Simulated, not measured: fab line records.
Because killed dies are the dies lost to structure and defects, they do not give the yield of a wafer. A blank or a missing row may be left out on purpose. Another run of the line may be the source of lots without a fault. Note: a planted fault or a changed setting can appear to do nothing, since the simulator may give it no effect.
fab line records | flow n5Finfet
record lots=3 wafers=9 lastDay=20
route steps=1938 shown PMOS_HMC_CHANNEL_EPI@78 FIN_SAQP@90 FIN_CUT@165 BEOL_M4@1111 PASSIVATION@1936
lots untouched by any fault: they come from a run of this same line in which no faults occurred
startH: hours from the record's first day to the start of the lot's first wafer shown | waitH: how many hours have passed since the lot's step before this one | " repeats the value in the row above | L1.1+2: one row covering several wafers at once | - either no value or no given start | * or withheld: withheld | < > ~ a bound
route shown NAME@n: names a module that has steps shown in the file, with the first one's number in the route | usual: mean/standard deviation of fault-free wafers | same: alike in all rows | chamber/n: place in a boat | sites: readings site by site | _std_site: the standard deviation of these | _edge_site: outer sites' mean less inner sites' | radiusMm: for every site, how far away it sits from the centre of the wafer | mask NAME#n: copy n | behind: tool/chamber where the wafer was last shaped | hold: why the lot was held/for how many hours/how that ended | device: whichever transistor did not switch (one of n, p or np) | end of line: tests of these same wafers at the route's end | a step with no rows: only its recipe | killed: dies that structure and defects cost at the first sort, which is not the same as the wafer's yield | map: the dies of a wafer, with x for killed, . for not killed, _ for no die there
set.NAME: the setting the step ran with; set.NAME@STEP: the setting that earlier step ran with | model.NAME: the simulator's own value behind a step, which no gauge read
lots seen at some steps along the route; tables by step, rows by wafer
services: the hour from which a tool's chamber was out of use, counted from the record's first day as startH (under 0 if before that day), plus the number of hours and why
## steps
# step N5_PMOS_HMC_CHANNEL_EPI_EPI_20
# recipe material=SiGe30 maskMaterial=SiO2 pressureTorr=20 targetThkA=590 tempC=600
# step N5_PMOS_HMC_CHANNEL_EPI_HM_STRIP_35
# recipe chemistry=dHF tempC=25 material=SiO2 target=SiO2 targetDepthA=396 timeS=216
# step N5_PMOS_HMC_CHANNEL_EPI_SRD_39
# recipe dry=ipaMarangoni timeS=30 tempC=23 rinseLiquid=diw
# step N5_PMOS_HMC_CHANNEL_EPI_CMP_21
# recipe material=SiGe30 postCmpClean=alkalineBrush targetThkNm=54
# step N5_PMOS_HMC_CHANNEL_EPI_PRECLEAN_40
# recipe chemistry=DHF timeS=30 tempC=25 dilution=withheld
# step N5_PMOS_HMC_CHANNEL_EPI_PRECLEAN_37
# recipe chemistry=O3/DIW timeS=45 tempC=22 o3Ppm=10
# step N5_PMOS_HMC_CHANNEL_EPI_PRECLEAN_24
# recipe chemistry=DHF timeS=30 tempC=25 dilution=withheld
# step N5_PMOS_HMC_CHANNEL_EPI_SRD_25
# recipe dry=ipaMarangoni doPpb=5 timeS=30 tempC=23 rinseLiquid=diw
# step N5_PMOS_HMC_CHANNEL_EPI_EPI_26
# recipe material=Si targetThkA=38 tempC=650 precursor=SiH4/H2 pressureTorr=20 timeS=22.7
# step N5_FIN_SAQP_PRECLEAN_42
# recipe chemistry=O3/DIW timeS=60 tempC=22 o3Ppm=10
# columns lot.wafer tool chamber startH waitH
L327.1+2+6 wetBench-06 1,0,5 92.24 0.0
L328.1+4+6 wetBench-06 3,4,2 98.31 0.0
L337.1+5+6 wetBench-02 1,6,7 152.90 0.0
# step N5_FIN_SAQP_PRECLEAN_00
# recipe chemistry=SC1 timeS=60 tempC=55 mix=1:2:50
# step N5_FIN_SAQP_PRECLEAN_44
# recipe chemistry=SC2 timeS=45 tempC=35 mix=1:1:50
# step N5_FIN_SAQP_SRD_01
# recipe dry=ipaMarangoni timeS=30 tempC=23 rinseLiquid=diw
# step N5_FIN_SAQP_ALD_61
# recipe material=SiO2 targetThkA=40 tempC=300 aldPrecursorFamily=BDEAS aldCoReactant=O2-plasma pulseTimeS=1 purgeTimeS=2 coReactantPurgeTimeS=2 aldCycles=43 pressureTorr=2
# step N5_FIN_SAQP_DENSIFY_62
# recipe tempC=700 timeS=60 ambient=N2 idleTempC=600 rampUpCPerS=150 rampDownCPerS=60 coolToC=600
# step N5_FIN_SAQP_HM_DEP_03
# recipe material=SiNx targetThkA=380 tempC=400 precursor=SiH4/NH3/N2 pressureTorr=1.5 rfW=300 timeS=33.6
# step N5_FIN_SAQP_PECVD_47
# recipe material=a-Si targetThkA=450 tempC=400 precursor=SiH4/He pressureTorr=3 rfW=100 timeS=36.3
# step N5_FIN_SAQP_PECVD_48
# recipe material=SiNx targetThkA=250 tempC=400 precursor=SiH4/NH3/N2 pressureTorr=1.5 rfW=300 timeS=22.1
# step N5_FIN_SAQP_PECVD_06
# recipe material=a-Si targetThkA=600 tempC=400 precursor=SiH4/He pressureTorr=3 rfW=100 timeS=48.1
# step N5_FIN_SAQP_HM_DEP_72
# recipe material=SiO2 targetThkA=120 tempC=400 precursor=SiH4/N2O pressureTorr=0.75 rfW=275 timeS=7.2
# step N5_FIN_SAQP_COAT_49
# recipe resist=SOC tempC=250 timeS=60 spinRpm=1500 resistThkNm=100
# step N5_FIN_SAQP_COAT_50
# recipe resist=SiARC tempC=220 timeS=60 spinRpm=1500 resistThkNm=35
# step N5_FIN_SAQP_COAT_10
# recipe resist=CAR-ArF spinRpm=1500 resistThkNm=90
# step N5_FIN_SAQP_EBR_12
# recipe solvent=PGMEA ebrWidthMm=1.5
# step N5_FIN_SAQP_SOFTBAKE_11
# recipe tempC=110 timeS=60 resist=CAR-ArF
# step N5_FIN_SAQP_EXPOSE_13
# recipe maskId=FIN_CORE na=1.35 sourceShape=dipole sigmaInner=0.538 sigmaOuter=0.738 polarization=te targetCdNm=35.6 doseMj=63.25
# step N5_FIN_SAQP_PEB_14
# recipe pebTempC=withheld pebTimeS=60 resist=CAR-ArF
# step N5_FIN_SAQP_DEVELOP_15
# recipe developTimeS=30 developer=TMAH resist=CAR-ArF devTempC=23 rinseLiquid=diw dry=airSpin
# step N5_FIN_SAQP_DESCUM_21
# recipe chemistry=O2 timeS=7.9 sourcePowerW=50 biasPowerW=20 pressureMtorr=20 rfFrequencyHz=2.712e+07 tempC=40 resist=CAR-ArF o2FlowSccm=225
# step N5_FIN_SAQP_ETCH_51
# recipe chemistry=CF4 target=SiARC targetDepthA=455 maskMaterial=CAR-ArF timeS=75.8 ionEnergyEv=80 pressureMtorr=40 sourceW=545 biasW=36 Ar_flow_sccm=100 cf4FlowSccm=100 ends=cleared
# step N5_FIN_SAQP_ETCH_52
# recipe chemistry=N2/H2 target=SOC targetDepthA=1000 overetchA=200 maskMaterial=SiARC tempC=40 timeS=150 ionEnergyEv=200 pressureMtorr=30 sourceW=840 biasW=150 n2FlowSccm=200 h2FlowSccm=200 ends=endPoint
# step N5_FIN_SAQP_STRIP_53
# recipe chemistry=N2/H2 tempC=40 n2FlowSccm=200 h2FlowSccm=200 rfFrequencyHz=6e+07
# step N5_FIN_SAQP_HM_OPEN_73
# recipe chemistry=CHF3/O2 target=SiO2 stopOn=a-Si targetDepthA=120 overEtchFrac=1.8 maskMaterial=SOC timeS=16.8 pressureMtorr=30 sourceW=650 biasW=170 Ar_flow_sccm=200 CHF3_flow_sccm=50 O2_flow_sccm=5 ionEnergyEv=200 ends=endPoint
# step N5_FIN_SAQP_STRIP_74
# recipe chemistry=CHF3/O2 resist=SiARC rfFrequencyHz=6e+07
# step N5_FIN_SAQP_INSPECT_40
# recipe inspectInstrument=brightfield mode=aei
# usual rawDefectCount=234/64
# columns lot.wafer tool chamber startH waitH rawDefectCount
L327.1 defectInspect-02 - 99.26 0.0 178
L327.2 " - " " 206
L327.6 " - " " 145
L328.1 defectInspect-01 - 104.65 0.0 565
L328.4 " - " " 242
L328.6 " - " " 159
L337.1 defectInspect-01 - 159.56 0.0 211
L337.5 " - " " 244
L337.6 " - " " 181
# step N5_FIN_CUT_INSPECT_10
# recipe mode=adi inspectInstrument=brightfield
# usual rawDefectCount=43/12
# columns lot.wafer tool chamber startH waitH rawDefectCount
L327.1 defectInspect-02 - 99.65 0.1 29
L327.2 " - " " 34
L327.6 " - " " 22
L328.1 defectInspect-01 - 105.17 0.1 388
L328.4 " - " " 46
L328.6 " - " " 38
L337.1 defectInspect-02 - 160.07 0.1 46
L337.5 " - " " 37
L337.6 " - " " 37
# step N5_FIN_CUT_INSPECT_17
# recipe inspectInstrument=brightfield mode=aei
# usual rawDefectCount=235/62
# columns lot.wafer tool chamber startH waitH rawDefectCount
L327.1 defectInspect-02 - 100.60 0.0 161
L327.2 " - " " 199
L327.6 " - " " 161
L328.1 defectInspect-02 - 106.15 0.0 580
L328.4 " - " " 258
L328.6 " - " " 200
L337.1 defectInspect-01 - 161.02 0.0 252
L337.5 " - " " 250
L337.6 " - " " 180
# step N5_BEOL_M4_RC_MEAS_101
# usual DIBL_N=37.1/2.6 DIBL_P=38/3 IOFF_N=0.18/0.052 IOFF_P=0.25/0.06 ION_N=678/15 ION_P=467/8.6 SS_N=71.7/0.73 SS_P=73.7/0.89 VT_N=249/4.3 VT_P=-248/3.8
# columns lot.wafer tool chamber startH waitH DIBL_N[mV/V] DIBL_P[mV/V] IOFF_N[nA/um] IOFF_P[nA/um] ION_N[uA/um] ION_P[uA/um] SS_N[mV/dec] SS_P[mV/dec] VT_N[mV] VT_P[mV]
L327.1 prober-02 0 300.21 0.0 42.1 43 0.31 0.34 700 469 73.5 74.7 243 -244
L327.2 " 0 " " 39.0 41 0.23 0.31 687 468 72.3 74.8 241 -246
L327.6 " 0 " " 34.3 35 0.14 0.21 663 462 70.7 72.8 251 -247
L328.1 prober-02 0 323.11 0.0 34.0 32 0.11 0.16 657 450 71.3 73.2 256 -255
L328.4 " 0 " " 35.6 33 0.13 0.18 667 457 72.0 73.3 253 -254
L328.6 " 0 " " 38.1 36 0.18 0.21 687 464 72.2 73.5 251 -254
L337.1 prober-02 0 367.66 0.0 35.7 37 0.16 0.21 676 466 71.6 73.2 247 -249
L337.5 " 0 " " 40.8 43 0.26 0.33 675 463 73.7 74.7 246 -245
L337.6 " 0 " " 35.8 37 0.18 0.23 694 475 70.6 74.2 249 -246
# step N5_PASSIVATION_PROBE_49
# usual defectLimitedYield=91.4/1.4 killed_at_M0_to_M3=34/9.1 killed_at_M4_up=14/5.2 killedAtContacts=12/6.4 killedAtFrontEnd=38/11 killedAtOther=3.7/2.8 killedDies=102/17 killedOnRim=14/3.9 killedOpen=68/13 killedShort=32/7.8 sort_bin_4_leakage=0.05/0.3 sort_bin_5_function=5.1/1 sort_bin_6_memory=3.2/0.66 sortNPass=1076/19 sortYieldPct=91.2/1.6
# same grossDies=1180 killedAtBackSide=0 sort_bin_8_speed[%]=0
# columns lot.wafer tool chamber startH waitH defectLimitedYield[%] killed_at_M0_to_M3 killed_at_M4_up killedAtContacts killedAtFrontEnd killedAtOther killedDies killedOnRim killedOpen killedShort sort_bin_4_leakage[%] sort_bin_5_function[%] sort_bin_6_memory[%] sortNPass sortYieldPct[%]
L328.1 prober-02 - 432.04 0.0 84.4 31 14 11 127 1 184 29 63 32 0 9.3 4.7 996 84.4
# killed by level:class
L328.1 FIN_SAQP:unspecified=88 BEOL_M2:geometricParticle:open=9 FIN_SAQP:geometricParticle:open=8 STI_FIN_REVEAL:geometricParticle:open=8 MOL_CONTACT_COAG:geometricParticle:open=7 FIN_SAQP:geometricParticle:short=6 DUMMY_GATE:geometricParticle:open=6 BEOL_M4:geometricParticle:open=6
# map L328.1 (x killed, . not)
_________________..........x.________________
______________x...x....x....x..._____________
___________........................__________
__________......x..................._________
________.........x.......x............_______
_______x....x.......x........x.........______
______....x.....x......................._____
_____...................................x____
____x.........x...........x.......xx......___
___..............xx...................x....__
___....x.x................x.x.....xx......x__
__........x....................x............_
__.....x...................x..........x..x.._
_.....x...............................x......
_.......x.x......x...........................
_.....x..........x............x.....x........
_................x..........x.......x........
_x......x.................x..................
_.....x..x..........x.x.......x........x.....
_...............x....xxx..............x......
_.....x.......................xx........x....
__...........x.x.....x...........xx......x.._
__..............x..x......x........x....x..._
___.....x...x..x..x.........x...x...x.....x__
___..x.....xx.x.x..........................__
____x.....x.xxxxxxxx..x............x......___
_____....xxxxxxxxx.x....................x____
______x..xxxxxxxxxxxx..xx..............._____
_______.xxxxxxxxxxx..........x.....xx..______
________xxxxxxxxxxxx..x..............._______
__________xxxxxxxxxx..x............._________
___________xxxxxxx..xx.............__________
______________xxxxx......x......_____________
_________________..xx......x.________________
# map L327.6 (x killed, . not)
_________________..........x.________________
______________.................._____________
___________.............x.......xx.__________
__________....x....................._________
________.x.x.x..............x........._______
_______...........x....x...............______
______xx......x.........x..............._____
_____.....x.................x.....x......____
____............x..............xx.....xx..___
___x....................xx..xx..x..........__
___..x........x............x..........x.x..__
__.......x....x............x...x...x.......x_
__......x..............x...................._
_......x.......................x.........x...
_.......x..........x..x.x....................
_.....xx...x......xx....x....................
_....................x.......................
_........x........x...x..x...x...............
_.............x....x.........x...xx..........
_......x.......x.................x..x........
_.......x.................x.............xxx..
__..x......................x.......x........_
__......x.x.x................x.............._
___...............x...x.............x.....x__
___x........x...x.....x....x...............__
____.........xx.......x.........x.........___
_____.x.....x......x......x..............____
______........x.......x...........xx...._____
_______x.....x.............x...........______
________...x...x.x......x..........x.._______
__________..x.............x........._________
___________...........x............__________
______________.....xx..........._____________
_________________....x......x________________
## services
# columns tool chamber startH hours kind
wetBench-06 - 141.04 3.0 repair
## key
firstSign step=N5_FIN_SAQP_INSPECT_40 reading=rawDefectCount direction=up sigmas=5.2 usual=234 struck=565
effect step=N5_FIN_CUT_INSPECT_10 reading=rawDefectCount direction=up sigmas=29 usual=43 struck=388
effect step=N5_FIN_CUT_INSPECT_17 reading=rawDefectCount direction=up sigmas=5.6 usual=235 struck=580
effect step=N5_PASSIVATION_PROBE_49 reading=killedAtFrontEnd direction=up sigmas=7.7 usual=38 struck=127
moreKillsBornAt N5_FIN_SAQP_PRECLEAN_42@wetBench-06=88
metAt N5_FIN_SAQP_PRECLEAN_42
struckWafers L328.1
fault kind=chamberParticleSource tool=wetBench-06 chamber=3 onsetH=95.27 steps=N5_FIN_SAQP_PRECLEAN_42 ratePerVisitCm2=0.51783 endH=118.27
